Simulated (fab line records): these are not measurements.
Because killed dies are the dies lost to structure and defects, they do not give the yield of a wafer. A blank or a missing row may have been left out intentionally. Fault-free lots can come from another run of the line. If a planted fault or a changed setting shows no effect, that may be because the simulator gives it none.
Chamber matching	flow n5Finfet	N5_BEOL_M0_SAQP_ETCH_49 on rieDiel-05 has 4 sister chambers
The step etches SiO2 in CF4/O2, target depth 37 nm. 4 wafers are shown with their chamber, then 8 later ones without.

WAFERS, EACH WITH ITS CHAMBER
wafer	chamber	showerheadPlenumPTorr (Torr)
L082.1	3	2.32
L082.2	1	2.29
L082.3	0	2.23
L082.4	2	2.28

WAFERS MISSING THEIR CHAMBER
wafer	showerheadPlenumPTorr (Torr)
L082.5	2.23
L082.6	2.32
L083.1	2.23
L083.3	2.27
L083.6	2.27
L089.3	2.28
L089.5	2.27
L089.6	2.28

THE CHAMBER EACH PASSED THROUGH
wafer	from the rows above	in truth
L082.5	0	0
L082.6	3	3
L083.1	0	0
L083.3	can't be placed: 2 or 1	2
L083.6	can't be placed: 2 or 1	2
L089.3	can't be placed: 2 or 1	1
L089.5	can't be placed: 2 or 1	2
L089.6	can't be placed: 2 or 1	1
3 of 8 placed correctly. Not placeable from these rows: 5 (in 5, the candidates include the true chamber). 0 placed wrongly.
How it was worked out, from the rows above alone: a wafer's distance from a chamber is the root of the sum, over the readings, of the square of ((its reading less the chamber's mean) divided by the reading's scatter). The wafer belongs to the nearest chamber; if the next one is less than 2 further off, it can't be placed. Each chamber's mean is taken over the wafers shown for it. The scatter: with one shown wafer a chamber, the root of the mean of the squares of how far each hidden wafer lies from its nearest shown one.
